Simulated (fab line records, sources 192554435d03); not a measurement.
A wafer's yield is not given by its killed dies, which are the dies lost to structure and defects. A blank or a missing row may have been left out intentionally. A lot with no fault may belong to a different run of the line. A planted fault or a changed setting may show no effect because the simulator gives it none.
Which tool is to blame? ; flow n5_finfet ; Sampling: 11 lots, 31 wafers, 4 of 1938 route steps

## WHAT THE GAUGES SHOWED, per wafer
N5_BEOL_M2_THK_MEAS_53: measures by xrf.
lot;measured;on;M2_THK (nm)
L188;day 7 07:08;film_metro-02;36.8 42.8 40.3
L189;day 7 10:38;film_metro-01;37.7 39.0 36.7
L192;day 7 23:53;film_metro-02;40.6 38.0
L194;day 9 08:58;film_metro-01;39.1 39.0 39.6
L201;day 10 17:11;film_metro-01;39.6 37.9 37.1
L202;day 11 05:09;film_metro-02;41.4 44.0
L205;day 11 22:28;film_metro-01;38.1 43.6 35.6
L206;day 12 00:32;film_metro-02;40.2 43.5 41.7
L207;day 12 04:59;film_metro-01;40.1 41.2 42.4
L208;day 12 09:26;film_metro-01;42.2 40.0 44.3
L209;day 12 09:43;film_metro-02;37.3 38.2 39.6

## TOOL THAT RAN EACH LOT (tool first, then ch and the chambers of the sampled wafers, then the start)
lot;N5_BEOL_M2_ANNEAL_49;N5_BEOL_M2_ECD_50;N5_BEOL_M2_CMP_52
L188;pvd_sputter-03, day 7 04:40;ecd_cu-02 ch 0,1, day 7 06:28;cmp-03 ch 1,3, day 7 06:52
L189;pvd_sputter-01, day 7 08:09;ecd_cu-01 ch 0, day 7 09:58;cmp-03 ch 0,1,2, day 7 10:25
L192;pvd_sputter-03, day 7 21:23;ecd_cu-01 ch 1, day 7 23:11;cmp-03 ch 1,2, day 7 23:41
L194;pvd_sputter-01, day 9 06:29;ecd_cu-01 ch 0,1, day 9 08:17;cmp-03 ch 0,3, day 9 08:40
L201;pvd_sputter-01, day 10 14:27;ecd_cu-02 ch 0,1, day 10 16:15;cmp-03 ch 1,2, day 10 16:54
L202;pvd_sputter-01, day 11 02:40;ecd_cu-02 ch 0,1, day 11 04:29;cmp-01 ch 3, day 11 04:54
L205;pvd_sputter-01, day 11 19:59;ecd_cu-01 ch 0,1, day 11 21:48;cmp-02 ch 1,2,3, day 11 22:14
L206;pvd_sputter-01, day 11 21:50;ecd_cu-02 ch 0,1, day 11 23:37;cmp-01 ch 0,3, day 12 00:14
L207;pvd_sputter-03, day 12 02:29;ecd_cu-01 ch 0,1, day 12 04:17;cmp-01 ch 0,1,3, day 12 04:42
L208;pvd_sputter-03, day 12 06:58;ecd_cu-01 ch 0,1, day 12 08:46;cmp-02 ch 0,3, day 12 09:08
L209;pvd_sputter-02, day 12 07:15;ecd_cu-02 ch 0,1, day 12 09:03;cmp-03 ch 0,1,3, day 12 09:30
- N5_BEOL_M2_ANNEAL_49: time 240 s.
- N5_BEOL_M2_ECD_50: material Cu, target thk 300 nm.
- N5_BEOL_M2_CMP_52: polishes, stops on SiOC, t overpolish 6.8 s, target thk 40 nm.

## THE ANSWER, worked out from the rows above alone
Rule: the lots themselves supply what counts as usual. The widest of any qualifying gaps counts: lots, ordered by their means at a reading, are off when they make up no more than a third of the lots, leave a main group of 4 or more, and stand apart from it by 3 or more times the standard deviation of that group's means. A main group whose means are all the same, to the digits that the tables above print for the reading, isn't used. Also off: a lot with no number at a reading for which 4 or more lots have one. All remaining lots with rows at the step are treated as sound.
Nothing can be told from this: no lot is off at any reading shown.

## WHAT THE SIMULATOR PUT IN
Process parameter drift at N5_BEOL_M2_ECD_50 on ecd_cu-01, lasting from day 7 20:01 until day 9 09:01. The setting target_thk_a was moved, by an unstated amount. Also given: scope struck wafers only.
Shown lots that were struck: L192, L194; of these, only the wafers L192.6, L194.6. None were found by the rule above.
